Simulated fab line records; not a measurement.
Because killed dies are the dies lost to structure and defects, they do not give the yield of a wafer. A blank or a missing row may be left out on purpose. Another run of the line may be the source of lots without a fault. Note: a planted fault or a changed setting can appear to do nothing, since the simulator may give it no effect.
fab line records	flow nand_harc
[record] lots = 11	wafers = 33	last_day = 24
route steps=1159 shown P_ZERO_WELL@59 P_STI@80 P_GATE@172 END@1159
lots untouched by any fault: they come from a run of this same line in which no faults occurred
start_h: start of the lot's first displayed wafer, in hours after the record's first day	wait_h: hours from the lot's prior step to this one	" as in the row above	L1.1+2: a single row standing in for several wafers	- no value, or no start given	* or withheld: withheld	< > ~ a bound
route shown NAME@n: NAME is a module with steps in the file, n the number in the route of the first one	usual: mean/standard deviation of fault-free wafers	same: alike in all rows	chamber/n: place in a boat	sites: readings site by site	_std_site: the standard deviation of these	_edge_site: the outer-site mean with the inner-site mean subtracted	radius_mm: how far each site lies from the wafer's centre	mask NAME#n: copy n	behind: tool/chamber where the wafer was last shaped	hold: why the lot was held/for how many hours/how that ended	device: which transistor (n, p or np) failed to switch	end of line: the same wafers' tests at the end of the route	for a step that has no rows: nothing shown but its recipe	killed: dies that structure and defects cost at the first sort, which is not the same as the wafer's yield	map: per-die view of a wafer (x killed, . not killed, _ where there is no die)
set.NAME: the setting the step ran with; set.NAME@STEP: the setting that earlier step ran with	model.NAME: the simulator's own value behind a step, which no gauge read
the route's steps for a sample of lots (tables are steps, rows are wafers)
services: a tool's chamber out of use, with start hour (start_h, from the record's first day; less than 0 if before it), hours out, and reason
[[steps]]
[step NHARC_P_ZERO_WELL_CD_MEAS_52]
[recipe] target_cd_nm = 2000	landing_energy_ev = 500
[usual] cd_nm = 2001.6/1.6
lot.wafer	tool	chamber	start_h	wait_h	cd_nm
L697.1	cd_sem-02	0	23.72	-	2002.7
L697.4	"	0	"	"	1999.8
L697.6	"	0	"	"	2002.9
L699.4	cd_sem-02	0	35.67	-	2000.4
L699.5	"	0	"	"	2000.4
L699.6	"	0	"	"	2001.8
L701.3	cd_sem-02	0	47.84	-	2001.2
L701.4	"	0	"	"	2003.2
L701.5	"	0	"	"	2001.8
L702.3	cd_sem-03	0	54.05	-	2003.0
L702.4	"	0	"	"	2001.5
L702.6	"	0	"	"	2003.9
L706.1	cd_sem-01	0	77.61	-	2003.2
L706.4	"	0	"	"	2002.5
L706.5	"	0	"	"	2004.4
L707.2	cd_sem-01	0	83.61	-	2002.0
L707.4	"	0	"	"	2000.7
L707.6	"	0	"	"	1999.5
L712.1	cd_sem-01	0	113.68	-	2003.2
L712.2	"	0	"	"	2003.4
L712.5	"	0	"	"	2002.4
L713.3	cd_sem-02	0	119.84	-	2001.2
L713.4	"	0	"	"	2002.1
L713.5	"	0	"	"	2003.1
L714.3	cd_sem-01	0	126.00	-	1998.4
L714.4	"	0	"	"	2004.3
L714.6	"	0	"	"	2001.4
L715.3	cd_sem-02	0	131.78	-	2001.7
L715.5	"	0	"	"	2001.8
L715.6	"	0	"	"	2001.6
L717.3	cd_sem-02	0	143.66	-	2004.2
L717.4	"	0	"	"	2003.3
L717.6	"	0	"	"	2005.0
[step NHARC_P_STI_EXPOSE_06]
[recipe] na = 0.55	target_cd_nm = 200	dose_mj = 37.69	mask_id = P_STI
[usual] exposure_dose_mJ_cm2 = 37.66/0.039
lot.wafer	tool	chamber	start_h	wait_h	mask	exposure_dose_mJ_cm2
L697.1	krf_scanner-04	0	39.20	-	P_STI#0	37.71
L697.4	"	0	"	"	P_STI#0	37.63
L697.6	"	0	"	"	P_STI#0	37.70
L699.4	krf_scanner-04	0	50.26	-	P_STI#0	37.63
L699.5	"	0	"	"	P_STI#0	37.63
L699.6	"	0	"	"	P_STI#0	37.68
L701.3	krf_scanner-04	0	64.81	-	P_STI#0	37.65
L701.4	"	0	"	"	P_STI#0	37.65
L701.5	"	0	"	"	P_STI#0	37.62
L702.3	krf_scanner-03	0	71.47	-	P_STI#0	37.67
L702.4	"	0	"	"	P_STI#0	37.64
L702.6	"	0	"	"	P_STI#0	37.66
L706.1	krf_scanner-03	0	95.79	-	P_STI#0	47.25
L706.4	"	0	"	"	P_STI#0	47.31
L706.5	"	0	"	"	P_STI#0	47.31
L707.2	krf_scanner-01	0	100.57	-	P_STI#0	37.67
L707.4	"	0	"	"	P_STI#0	37.61
L707.6	"	0	"	"	P_STI#0	37.65
L712.1	krf_scanner-03	0	128.34	-	P_STI#0	45.39
L712.2	"	0	"	"	P_STI#0	45.40
L712.5	"	0	"	"	P_STI#0	45.38
L713.3	krf_scanner-04	0	138.36	-	P_STI#0	37.79
L713.4	"	0	"	"	P_STI#0	37.71
L713.5	"	0	"	"	P_STI#0	37.74
L715.3	krf_scanner-01	0	145.71	-	P_STI#0	37.65
L715.5	"	0	"	"	P_STI#0	37.65
L715.6	"	0	"	"	P_STI#0	37.61
L714.3	krf_scanner-04	0	145.87	-	P_STI#0	37.64
L714.4	"	0	"	"	P_STI#0	37.65
L714.6	"	0	"	"	P_STI#0	37.60
L717.3	krf_scanner-04	0	157.20	-	P_STI#0	37.67
L717.4	"	0	"	"	P_STI#0	37.67
L717.6	"	0	"	"	P_STI#0	37.66
[step NHARC_P_STI_CD_MEAS_09]
[recipe] target_cd_nm = 200	landing_energy_ev = 500
[usual] cd_nm = 201.0/1.8
lot.wafer	tool	chamber	start_h	wait_h	hold	cd_nm
L697.1	cd_sem-02	0	39.35	-	-	199.3
L697.4	"	0	"	"	-	200.0
L697.6	"	0	"	"	-	201.6
L699.4	cd_sem-03	0	50.40	-	-	197.8
L699.5	"	0	"	"	-	200.7
L699.6	"	0	"	"	-	198.4
L701.3	cd_sem-02	0	64.95	-	-	202.8
L701.4	"	0	"	"	-	201.7
L701.5	"	0	"	"	-	198.0
L702.3	cd_sem-02	0	71.62	-	-	201.5
L702.4	"	0	"	"	-	202.2
L702.6	"	0	"	"	-	204.1
L706.1	cd_sem-01	0	95.94	-	await_dispo/0.2h/release	249.4
L706.4	"	0	"	"	await_dispo/0.2h/release	252.0
L706.5	"	0	"	"	await_dispo/0.2h/release	251.5
L706.1	cd_sem-01	0	-	-	-	249.7
L706.4	"	0	"	"	-	251.8
L706.5	"	0	"	"	-	251.4
L707.2	cd_sem-01	0	100.72	-	-	201.3
L707.4	"	0	"	"	-	203.8
L707.6	"	0	"	"	-	202.7
L712.1	cd_sem-02	0	128.50	-	await_dispo/0.2h/release	237.1
L712.2	"	0	"	"	await_dispo/0.2h/release	241.9
L712.5	"	0	"	"	await_dispo/0.2h/release	241.9
L712.1	cd_sem-02	0	-	-	-	237.4
L712.2	"	0	"	"	-	242.1
L712.5	"	0	"	"	-	242.1
L713.3	cd_sem-01	0	138.51	-	-	202.3
L713.4	"	0	"	"	-	201.5
L713.5	"	0	"	"	-	200.6
L715.3	cd_sem-01	0	145.85	-	-	200.9
L715.5	"	0	"	"	-	200.5
L715.6	"	0	"	"	-	205.1
L714.3	cd_sem-01	0	146.02	-	-	201.5
L714.4	"	0	"	"	-	200.2
L714.6	"	0	"	"	-	201.8
L717.3	cd_sem-03	0	157.35	-	-	201.2
L717.4	"	0	"	"	-	201.9
L717.6	"	0	"	"	-	204.9
[step NHARC_P_STI_OCD_MEAS_17]
[usual] trench_depth_nm = 301/4	trench_foot_cd_nm = 158.9/1.9
lot.wafer	tool	chamber	start_h	wait_h	hold	trench_depth_nm	trench_foot_cd_nm
L697.1	ocd-01	-	40.18	0.1	-	302	156.7
L697.4	"	-	"	"	-	304	156.9
L697.6	"	-	"	"	-	302	159.7
L699.4	ocd-02	-	51.18	0.1	-	303	155.6
L699.5	"	-	"	"	-	302	158.0
L699.6	"	-	"	"	-	306	155.7
L701.3	ocd-02	-	65.75	0.1	-	303	160.1
L701.4	"	-	"	"	-	303	158.6
L701.5	"	-	"	"	-	298	156.3
L702.3	ocd-02	-	72.40	0.1	-	300	159.6
L702.4	"	-	"	"	-	298	159.9
L702.6	"	-	"	"	-	298	162.5
L707.2	ocd-02	-	101.50	0.1	-	307	158.1
L707.4	"	-	"	"	-	306	160.8
L707.6	"	-	"	"	-	306	159.8
L706.1	ocd-01	-	106.16	6.1	await_dispo/0.2h/release	303	207.1
L706.4	"	-	"	"	await_dispo/0.2h/release	310	208.7
L706.5	"	-	"	"	await_dispo/0.2h/release	305	208.7
L706.1	ocd-01	-	106.34	0.2	-	303	207.9
L706.4	"	-	"	"	-	309	208.8
L706.5	"	-	"	"	-	305	209.2
L712.1	ocd-02	-	135.53	2.5	await_dispo/0.2h/release	300	195.2
L712.2	"	-	"	"	await_dispo/0.2h/release	304	199.6
L712.5	"	-	"	"	await_dispo/0.2h/release	304	199.6
L712.1	ocd-02	-	135.70	0.2	-	301	195.2
L712.2	"	-	"	"	-	303	199.5
L712.5	"	-	"	"	-	303	199.8
L713.3	ocd-01	-	139.31	0.1	-	299	160.2
L713.4	"	-	"	"	-	292	160.2
L713.5	"	-	"	"	-	295	159.5
L715.3	ocd-01	-	146.63	0.1	-	308	158.3
L715.5	"	-	"	"	-	299	159.3
L715.6	"	-	"	"	-	305	162.3
L714.3	ocd-02	-	146.82	0.1	-	298	159.6
L714.4	"	-	"	"	-	301	157.6
L714.6	"	-	"	"	-	301	160.1
L717.3	ocd-01	-	158.14	0.1	-	302	159.0
L717.4	"	-	"	"	-	302	159.4
L717.6	"	-	"	"	-	300	162.8
[step NHARC_P_GATE_DESCUM_48]
[recipe] time_s = 3	o2_flow_sccm = 200	ar_flow_sccm = 0	bias_power_w = 0	chemistry = O2
[usual] chamber_pressure_mTorr = 60.00/0.06	drypump_motor_current_A = 5.6/0.39	oes_product_au = 1.005/0.0083	rf_vpp_V = 57.9/0.87	showerhead_plenum_p_Torr = 1.94/0.084	throttle_valve_pct = 11.311/0.0093
lot.wafer	tool	chamber	start_h	wait_h	chamber_pressure_mTorr	drypump_motor_current_A	oes_product_au	rf_hours_counter_h	rf_vpp_V	showerhead_plenum_p_Torr	throttle_valve_pct
L697.1	rie_diel-06	3	101.57	-	60.03	6.1	0.991	12	56.1	1.96	11.299
L697.4	"	2	"	"	59.99	5.0	1.018	-	59.9	1.98	11.302
L697.6	"	3	"	"	60.13	6.1	1.001	-	58.9	1.96	11.306
L699.4	rie_diel-06	3	120.32	-	59.91	6.1	1.010	19	58.8	1.96	11.298
L699.6	"	0	"	"	59.93	5.6	0.996	-	57.8	1.80	11.322
L699.5	"	1	"	"	59.97	6.0	1.011	-	58.0	1.87	11.307
L702.4	rie_diel-11	1	131.47	-	60.02	5.7	1.018	22	59.0	2.00	11.332
L702.3	"	2	"	"	59.94	5.4	1.011	23	58.0	2.00	11.305
L702.6	"	2	"	"	59.91	5.4	0.996	-	57.6	2.00	11.295
L701.3	rie_diel-11	0	131.86	-	60.04	5.1	1.009	18	57.4	1.81	11.310
L701.4	"	2	"	"	60.03	5.4	0.991	23	58.4	2.00	11.293
L701.5	"	1	"	"	60.05	5.7	1.001	-	58.0	2.00	11.309
L707.2	rie_diel-11	0	160.93	-	59.95	5.1	1.020	23	56.5	1.81	11.311
L707.4	"	3	"	"	60.00	5.5	0.991	28	58.8	2.05	11.313
L707.6	"	1	"	"	59.99	5.7	1.007	-	59.6	2.00	11.308
L706.1	rie_diel-11	1	180.18	-	60.02	5.7	1.011	27	58.4	2.00	11.302
L706.4	"	0	"	"	59.96	5.1	1.017	23	56.6	1.81	11.315
L706.5	"	1	"	"	59.96	5.7	1.009	-	57.9	2.00	11.300
L712.2	rie_diel-06	2	197.76	-	60.03	5.0	1.009	48	57.8	1.97	11.306
L712.1	"	3	"	"	60.13	6.1	1.002	40	56.4	1.95	11.311
L712.5	"	0	"	"	59.95	5.6	0.998	-	57.2	1.79	11.320
L713.4	rie_diel-11	0	204.42	-	59.95	5.1	1.003	1	58.1	1.81	11.307
L713.3	"	2	"	"	60.00	5.4	1.011	1	57.9	2.00	11.312
L713.5	"	1	"	"	59.93	5.7	1.006	-	58.7	2.00	11.316
L715.3	rie_diel-06	2	209.62	-	60.01	5.0	1.011	52	57.8	1.97	11.297
L715.5	"	2	"	"	60.00	5.0	1.018	-	56.5	1.97	11.317
L715.6	"	3	"	"	60.03	6.1	1.003	-	58.6	1.95	11.300
L714.3	rie_diel-06	3	209.79	-	60.02	6.1	1.008	43	56.2	1.95	11.301
L714.4	"	1	"	"	60.09	6.0	1.012	52	57.0	1.86	11.307
L714.6	"	3	"	"	59.97	6.1	1.010	-	56.3	1.95	11.312
L717.4	rie_diel-11	3	225.06	-	60.05	5.6	1.005	4	59.2	2.05	11.310
L717.3	"	0	"	"	60.03	5.1	1.003	3	57.9	1.81	11.311
L717.6	"	3	"	"	59.84	5.6	1.008	-	58.4	2.05	11.311
[step NHARC_P_GATE_RTA_80]
[recipe] temp_c = 300	time_s = 30
[usual] lamp_power_pct = 2.36/0.083	wafer_temp_C_max = 301.6/0.57
lot.wafer	tool	chamber	start_h	wait_h	lamp_power_pct	wafer_temp_C_max
L697.1	rtp_anneal-02	0	107.58	-	2.44	302.1
L697.4	"	0	"	"	2.44	301.9
L697.6	"	0	"	"	2.44	302.0
L699.4	rtp_anneal-01	0	125.99	-	2.28	300.9
L699.5	"	0	"	"	2.28	301.0
L699.6	"	0	"	"	2.28	301.5
L702.3	rtp_anneal-01	0	137.29	-	2.29	301.4
L702.4	"	0	"	"	2.29	301.0
L702.6	"	0	"	"	2.29	301.3
L701.3	rtp_anneal-02	0	138.11	-	2.44	302.5
L701.4	"	0	"	"	2.44	301.7
L701.5	"	0	"	"	2.44	301.9
L707.2	rtp_anneal-01	0	166.81	-	2.28	300.9
L707.4	"	0	"	"	2.28	300.8
L707.6	"	0	"	"	2.28	301.2
L706.1	rtp_anneal-02	0	186.39	-	2.44	302.2
L706.4	"	0	"	"	2.45	302.0
L706.5	"	0	"	"	2.45	301.8
L712.1	rtp_anneal-02	0	203.43	-	2.45	301.9
L712.2	"	0	"	"	2.45	301.8
L712.5	"	0	"	"	2.45	302.4
L713.3	rtp_anneal-02	0	210.30	-	2.44	302.3
L713.4	"	0	"	"	2.44	302.0
L713.5	"	0	"	"	2.44	302.0
L715.3	rtp_anneal-02	0	215.51	-	2.44	302.9
L715.5	"	0	"	"	2.44	301.3
L715.6	"	0	"	"	2.44	302.1
L714.3	rtp_anneal-02	0	215.68	-	2.45	302.1
L714.4	"	0	"	"	2.44	302.3
L714.6	"	0	"	"	2.44	301.9
L717.3	rtp_anneal-02	0	231.04	-	2.45	302.0
L717.4	"	0	"	"	2.44	302.7
L717.6	"	0	"	"	2.45	302.2
[step NHARC_END_SORT_01]
[recipe] temp_c = 25
[usual] killed_at_array = 26/11	killed_at_other = 0.6/1	killed_at_periphery = 3.1/2.1	killed_dies = 30/11	killed_open = 3.4/1.8	killed_short = 2.1/1.5
[same] gross_dies = 677
lot.wafer	tool	chamber	start_h	wait_h	killed_at_array	killed_at_other	killed_at_periphery	killed_dies	killed_open	killed_short
L706.1	prober-02	0	519.13	2.5	24	0	17	41	5	2
L706.4	prober-02	0	521.51	3.4	25	1	37	63	5	5
L706.5	prober-02	0	522.30	3.7	21	0	42	63	3	0
L712.1	prober-02	0	527.44	2.5	35	0	5	40	4	2
L712.2	prober-02	0	528.25	2.8	26	2	2	30	3	2
L712.5	prober-02	0	530.65	3.7	28	0	9	37	4	2
// killed by level:class
L706.1 A_CHANNEL_HOLE_D1:chamber_film_flake=17 P_STI:area_expose=14 P_CONTACT:geometric_particle:short=1 P_M2:geometric_particle:open=1 A_SOURCE_PLATE:geometric_particle:open=1 A_CHANNEL_FILL_D1:geometric_particle:open=1 A_CHANNEL_FILL_D1:geometric_particle:short=1 A_CONTACT:geometric_particle:open=1
L706.4 P_STI:area_expose=30 A_CHANNEL_HOLE_D1:chamber_film_flake=13 P_ZERO_WELL:chamber_film_flake=4 A_CHANNEL_FILL_D1:chamber_film_flake=3 A_CONTACT:geometric_particle:open=2 P_CONTACT:geometric_particle:open=1 P_M2:geometric_particle:open=1 A_SOURCE_PLATE:geometric_particle:short=1
L706.5 P_STI:area_expose=41 A_CHANNEL_HOLE_D1:chamber_film_flake=15 A_M0:geometric_particle:open=2 A_CONTACT:chamber_film_flake=2 A_CHANNEL_FILL_D1:geometric_particle:open=1 P_ZERO_WELL:chamber_film_flake=1 A_WL_FILL:chamber_film_flake=1
L712.1 A_CHANNEL_HOLE_D1:chamber_film_flake=21 A_CONTACT:chamber_film_flake=6 A_BLC:geometric_particle:open=2 A_ZERO_WELL:chamber_film_flake=2 P_M0:geometric_particle:open=1 P_M1:geometric_particle:open=1 A_SGD_CUT:geometric_particle:short=1 A_CONTACT:geometric_particle:short=1
L712.2 A_CHANNEL_HOLE_D1:chamber_film_flake=14 A_STAIRCASE:chamber_film_flake=5 A_CONTACT:chamber_film_flake=2 THIN_TSV:chamber_film_flake=2 P_STI:area_expose=2 A_ONON_D1:geometric_particle:short=1 A_CHANNEL_HOLE_D1:geometric_particle:open=1 A_CHANNEL_FILL_D1:geometric_particle:open=1
L712.5 A_CHANNEL_HOLE_D1:chamber_film_flake=17 A_CONTACT:chamber_film_flake=6 P_STI:area_expose=5 P_CONTACT:geometric_particle:open=2 A_CHANNEL_FILL_D1:chamber_film_flake=2 P_CONTACT:geometric_particle:short=1 P_M0:geometric_particle:open=1 A_ONON_D1:geometric_particle:open=1
[[services]]
tool	chamber	start_h	hours	kind
rie_diel-11	0	21.50	-	clean
rie_diel-11	1	21.50	-	clean
rie_diel-11	2	21.50	-	clean
rie_diel-11	3	21.50	-	clean
rie_diel-11	1	39.34	4.9	repair
rie_diel-11	0	46.00	-	clean
rie_diel-11	1	46.00	-	clean
rie_diel-11	2	46.00	-	clean
rie_diel-11	3	46.00	-	clean
rie_diel-11	0	49.92	21.8	repair
rie_diel-06	-	64.20	9.0	pm
krf_scanner-01	-	67.12	0.4	repair
krf_scanner-01	-	74.48	9.6	repair
krf_scanner-01	-	84.11	4.0	pm
krf_scanner-04	-	84.61	26.5	repair
rie_diel-06	0	101.13	2.3	repair
krf_scanner-04	-	113.03	0.6	repair
krf_scanner-04	-	129.74	4.0	pm
krf_scanner-03	-	146.13	9.5	repair
krf_scanner-03	-	168.02	4.0	pm
rie_diel-11	-	189.50	9.0	pm
krf_scanner-03	-	192.37	0.7	repair
krf_scanner-03	-	197.42	1.1	repair
rie_diel-11	-	210.24	0.9	repair
[[key]]
[first_sign] step = NHARC_P_STI_EXPOSE_06	reading = exposure_dose_mJ_cm2	direction = up	sigmas = 99+	usual = 37.66	struck = 46.34
[effect] step = NHARC_P_STI_CD_MEAS_09	reading = visit	direction = added	through = control_loop
[effect] step = NHARC_P_STI_CD_MEAS_09	reading = cd_nm	direction = up	sigmas = 25	usual = 201.0	struck = 245.6	through = control_loop
[effect] step = NHARC_P_STI_OCD_MEAS_17	reading = visit	direction = added	through = control_loop
[effect] step = NHARC_P_STI_OCD_MEAS_17	reading = trench_foot_cd_nm	direction = up	sigmas = 23	usual = 158.9	struck = 203.1	through = control_loop
[effect] step = NHARC_END_SORT_01	reading = killed_at_periphery	direction = up	sigmas = 7.4	usual = 3.1	struck = 18.7	wafers_moved = 4
met_at NHARC_P_STI_EXPOSE_06
struck_lots L706,L712
tester_left_out L706,L712
[loop_trim] step = NHARC_P_STI_EXPOSE_06	setting = dose	lots = L712
not_acting_at NHARC_P_ZERO_WELL_CD_MEAS_52,NHARC_P_GATE_DESCUM_48,NHARC_P_GATE_RTA_80
onset_between 71.47 95.79
[fault] kind = process_parameter_drift	tool = krf_scanner-03	chamber = -	onset_h = 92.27	steps = NHARC_P_STI_EXPOSE_06	channel = dose_mj	offset = 9.6222	shape = step	acts_in = these_recipes_only	stated = 37.69
// tester_left_out: of these lots the tester's yield and bins aren't shown, on N5 and GAA mostly nor the transistor test; their killed dies are dies lost to structure and defects alone, not to doping, threshold or leakage, so they don't give the yield
// loop_trim: a control loop set the setting to another value than it would have without faults
